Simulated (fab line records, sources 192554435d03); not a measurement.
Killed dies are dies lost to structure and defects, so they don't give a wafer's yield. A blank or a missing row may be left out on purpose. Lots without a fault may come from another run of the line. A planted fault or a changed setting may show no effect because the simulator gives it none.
Problem report in the 8D (eight disciplines) form, filled by code | flow n5_finfet | the parts of the form that need people (team, actions taken, sign-off) are left out

1. THE PROBLEM
cd_nm at N5_BEOL_M15_CD_MEAS_10 reads a mean of 374.9 nm on 6 wafers of 2 lots; wafers without a fault read 359.8 nm with a standard deviation of 1.2. That is +13 standard deviations from the usual mean.
The step: target cd 360 nm.
First seen on wafer L388.1, day 16 09:44, on cd_sem-02. The record holds 30 wafers of 10 lots with a number at this step. Rule for "out", or "out of limits": more than 4 standard deviations from the usual mean. The other wafers with a number count as sound.

2. WHAT IT IS AND WHAT IT IS NOT
question                    | is                     | is not
which readings at this step | cd_nm                  | -
which lots                  | L388, L390             | L368, L372, L374, L376, L380, L381, L383, L389
which wafers of those lots  | all that have a number | -
read on which gauges        | cd_sem-02              | cd_sem-01, cd_sem-03
when                        | from day 16 09:44      | up to then (21 sound wafers); but 3 sound wafers of L389 came after

3. SUSPECTS, AND WHAT RULES EACH OUT
Counting: a tool at a process step up to the reading stays a suspect if it ran every lot that is out and no sound lot after the first of them.
- the gauge at N5_BEOL_M15_CD_MEAS_10: ruled out. All the wafers that are out were read on cd_sem-02, but those of them that N5_BEOL_M15_EXPOSE_07 has rows for are out there too, on other tools.
- krf_scanner-02 at N5_BEOL_M15_EXPOSE_07 (exposes mask V14): kept. It ran every lot that is out, first L388 (day 16 09:34), and no sound lot after that; its last sound lot up to then is L380 (day 13 20:40). Its own readings are out on those wafers: exposure_dose_mJ_cm2.
Left after counting: krf_scanner-02 at N5_BEOL_M15_EXPOSE_07.

4. THE CAUSE (what the simulator had put in)
Process parameter drift: krf_scanner-02, from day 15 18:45 on, at N5_BEOL_M15_EXPOSE_07. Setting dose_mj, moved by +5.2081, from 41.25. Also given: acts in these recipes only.
Counting left only this tool.

5. THE CHAIN OF EFFECTS, in route order
Each row: a reading whose mean over the struck wafers that have a number lies more than 3 standard deviations from the usual. Only readings for which the record gives a usual standard deviation are gone through. hours: the time from each lot's start at the first step in this table that gives one to its start at this step, as a median over the lots. sigmas: the change in usual standard deviations.
hours | step                   | reading              | usual    | on struck wafers | change | sigmas
0     | N5_BEOL_M15_EXPOSE_07  | exposure_dose_mJ_cm2 | 41.22    | 45.14            | +3.92  | +96
0     | N5_BEOL_M15_CD_MEAS_10 | cd_nm                | 359.8 nm | 374.9            | +15.1  | +13
1     | N5_BEOL_M15_CD_MEAS_17 | cd_nm                | 360.9 nm | 375.9            | +15.0  | +10
The process steps in it:
- N5_BEOL_M15_EXPOSE_07: exposes mask V14.
Later measuring or inspecting steps at which every struck wafer that the step has a row for has a number for every such reading, and none has moved that far: N5_BEOL_M15_OVL_MEAS_11, N5_BEOL_M15_INSPECT_12.

6. WHAT WOULD HAVE CAUGHT IT SOONER
In this record the first reading out of limits at a measuring or inspecting step was taken at day 16 09:44, 15 hours after the fault began at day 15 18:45.
The tool's own readings at N5_BEOL_M15_EXPOSE_07 were out on every struck wafer that the step has a row for (exposure_dose_mJ_cm2): an alarm limit on them would have fired on the first of those.
Of the lots that are out (2), L390 began N5_BEOL_M15_EXPOSE_07 on krf_scanner-02 after day 16 09:44. A hold on the tool at that time would have spared it.
